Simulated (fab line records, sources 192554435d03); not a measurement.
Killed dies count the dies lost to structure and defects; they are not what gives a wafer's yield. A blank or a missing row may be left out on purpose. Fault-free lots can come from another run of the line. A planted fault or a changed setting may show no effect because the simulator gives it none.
Which tool is to blame? / flow n5 finfet / 30 wafers from 10 lots sampled at 4 of the route's 1938 steps

== WHAT EACH GAUGE READ, for each wafer ==
N5_BEOL_M10_CD_MEAS_11: target cd 64.1 nm.
lot=L075; measured=day 10 05:34; on=cd sem-01; cd nm (nm)=63.7 65.1 63.6
lot=L077; measured=day 11 04:41; on=cd sem-02; cd nm (nm)=64.1 63.6 64.0
lot=L080; measured=day 11 16:51; on=cd sem-03; cd nm (nm)=64.4 64.0 64.6
lot=L082; measured=day 12 07:53; on=cd sem-02; cd nm (nm)=64.0 63.8 64.0
lot=L083; measured=day 12 21:42; on=cd sem-02; cd nm (nm)=65.3 64.6 65.1
lot=L086; measured=day 13 09:44; on=cd sem-03; cd nm (nm)=63.8 64.6 64.2
lot=L088; measured=day 14 03:48; on=cd sem-02; cd nm (nm)=64.6 64.9 64.7
lot=L092; measured=day 14 20:39; on=cd sem-01; cd nm (nm)=63.7 63.5 63.3
lot=L094; measured=day 15 07:18; on=cd sem-02; cd nm (nm)=64.4 64.6 64.2
lot=L096; measured=day 15 20:30; on=cd sem-02; cd nm (nm)=65.1 63.9 63.9

== WHAT TOOL EACH LOT RAN ON (gives the tool, then ch and the chambers of the sampled wafers, and finally the start) ==
lot=L075; N5_BEOL_M9_ETCH_65=rie diel-06 ch 1,2,3, day 9 20:49; N5_BEOL_M9_TRENCH_ETCH_37=rie diel-06 ch 1,2,3, day 9 23:12 or earlier; N5_BEOL_M9_ALD_74=ald metal-03 ch 0,1,3, day 9 23:12
lot=L077; N5_BEOL_M9_ETCH_65=rie diel-04 ch 0,1,3, day 10 23:41; N5_BEOL_M9_TRENCH_ETCH_37=rie diel-04 ch 0,1,3, day 11 00:52 or earlier; N5_BEOL_M9_ALD_74=ald metal-03 ch 0,2,3, day 11 00:52
lot=L080; N5_BEOL_M9_ETCH_65=rie diel-06 ch 1,3, day 11 11:38; N5_BEOL_M9_TRENCH_ETCH_37=rie diel-06 ch 1,3, day 11 12:47 or earlier; N5_BEOL_M9_ALD_74=ald metal-03 ch 2,3, day 11 12:47
lot=L082; N5_BEOL_M9_ETCH_65=rie diel-04 ch 1,3, day 12 00:56; N5_BEOL_M9_TRENCH_ETCH_37=rie diel-04 ch 1,3, day 12 03:15 or earlier; N5_BEOL_M9_ALD_74=ald metal-01 ch 1,2,3, day 12 03:15
lot=L083; N5_BEOL_M9_ETCH_65=rie diel-03 ch 0,2,3, day 12 17:29; N5_BEOL_M9_TRENCH_ETCH_37=rie diel-03 ch 0,2,3, day 12 18:34 or earlier; N5_BEOL_M9_ALD_74=ald metal-03 ch 2,3, day 12 18:34
lot=L086; N5_BEOL_M9_ETCH_65=rie diel-03 ch 1,2,3, day 13 04:10; N5_BEOL_M9_TRENCH_ETCH_37=rie diel-03 ch 1,2,3, day 13 05:19 or earlier; N5_BEOL_M9_ALD_74=ald metal-02 ch 1,3, day 13 05:19
lot=L088; N5_BEOL_M9_ETCH_65=rie diel-06 ch 0,2, day 13 22:05; N5_BEOL_M9_TRENCH_ETCH_37=rie diel-06 ch 0,2, day 13 23:31 or earlier; N5_BEOL_M9_ALD_74=ald metal-02 ch 0,1,2, day 13 23:31
lot=L092; N5_BEOL_M9_ETCH_65=rie diel-06 ch 0,1, day 14 14:21; N5_BEOL_M9_TRENCH_ETCH_37=rie diel-06 ch 0,1, day 14 16:07 or earlier; N5_BEOL_M9_ALD_74=ald metal-02 ch 1,3, day 14 16:07
lot=L094; N5_BEOL_M9_ETCH_65=rie diel-06 ch 1,2, day 15 01:47; N5_BEOL_M9_TRENCH_ETCH_37=rie diel-06 ch 1,2, day 15 04:16 or earlier; N5_BEOL_M9_ALD_74=ald metal-02 ch 0,1,3, day 15 04:16
lot=L096; N5_BEOL_M9_ETCH_65=rie diel-04 ch 0,1,2, day 15 13:47; N5_BEOL_M9_TRENCH_ETCH_37=rie diel-04 ch 0,1,2, day 15 16:34 or earlier; N5_BEOL_M9_ALD_74=ald metal-03 ch 1,2,3, day 15 16:34
- N5_BEOL_M9_ETCH_65: etches SiARC in CF4, target depth 15.6 nm, time 26 s.
- N5_BEOL_M9_TRENCH_ETCH_37: etches SiCOH lowk in C4F6/O2, target depth 151.43 nm, time 49 s.
- N5_BEOL_M9_ALD_74: deposits TaN, target thk 2 nm, pulse time 2 s, purge time 3 s.

== THE ANSWER, worked out from the rows above alone ==
Rule: what is usual is taken from the lots themselves. The widest of any qualifying gaps counts: lots, ordered by their means at a reading, are off when they make up no more than a third of the lots, leave a main group of 4 or more, and stand apart from it by 3 or more times the standard deviation of that group's means. If all means in a main group match to the digits the tables above print for the reading, that group is not used. Also off: a lot with no number at a reading for which 4 or more lots have one. Where the step has rows for the other lots, those lots are counted as sound.
No lot is off at any reading shown: from this, nothing can be told.

== WHAT THE SIMULATOR HAD INSERTED ==
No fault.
